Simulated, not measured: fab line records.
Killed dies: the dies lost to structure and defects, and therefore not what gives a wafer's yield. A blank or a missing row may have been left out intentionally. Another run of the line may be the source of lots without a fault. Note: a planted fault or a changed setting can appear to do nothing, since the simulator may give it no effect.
Matching of chambers | flow n5Finfet | 3 sister chambers for N5_BEOL_M8_DEP_56 on pecvd-03
The step deposits SiCN from 3MS/NH3, target thk 10 nm, time 17.5 s. 6 wafers are shown with their chamber, then 7 later ones without.

== WAFERS PAIRED WITH THEIR CHAMBERS ==
wafer  | chamber | throttleValvePct (%) | showerheadPlenumPTorr (Torr)
L084.5 | 2       | 8.4                  | 3.681
L084.6 | 1       | 8.4                  | 3.666
L086.4 | 2       | 8.2                  | 3.670
L086.5 | 1       | 8.7                  | 3.678
L089.2 | 0       | 8.9                  | 3.698
L089.5 | 0       | 8.9                  | 3.689

== WAFERS WITH NO CHAMBER GIVEN ==
wafer  | throttleValvePct (%) | showerheadPlenumPTorr (Torr)
L089.6 | 8.3                  | 3.669
L091.1 | 8.5                  | 3.688
L091.3 | 8.8                  | 3.668
L091.6 | 9.1                  | 3.687
L096.1 | 8.8                  | 3.689
L096.3 | 8.7                  | 3.669
L096.5 | 8.4                  | 3.680

== WHICH CHAMBER EACH ONE RAN IN ==
wafer  | from the rows above          | in truth
L089.6 | can't be placed: 2 or 1      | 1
L091.1 | can't be placed: 1 or 2 or 0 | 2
L091.3 | can't be placed: 1 or 0 or 2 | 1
L091.6 | 0                            | 0
L096.1 | can't be placed: 0 or 1      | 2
L096.3 | can't be placed: 1 or 2      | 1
L096.5 | can't be placed: 2 or 1      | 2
1 of 7 placed correctly. Can't be placed from these rows: 6 (the true chamber is among the candidates in 5). 0 placed wrongly.
How it was worked out, from the rows above alone: a wafer's distance from a chamber is the root of the sum, over the readings, of the square of ((its reading less the chamber's mean) divided by the reading's scatter). If the next closest chamber is less than 2 further off than the closest, the wafer can't be placed; otherwise it belongs to the closest. A chamber's mean is the mean of its shown wafers. How the scatter is found: for the shown wafers, subtract from each reading the mean of its chamber, square and add these, divide the total by (wafers less chambers), then take the root.
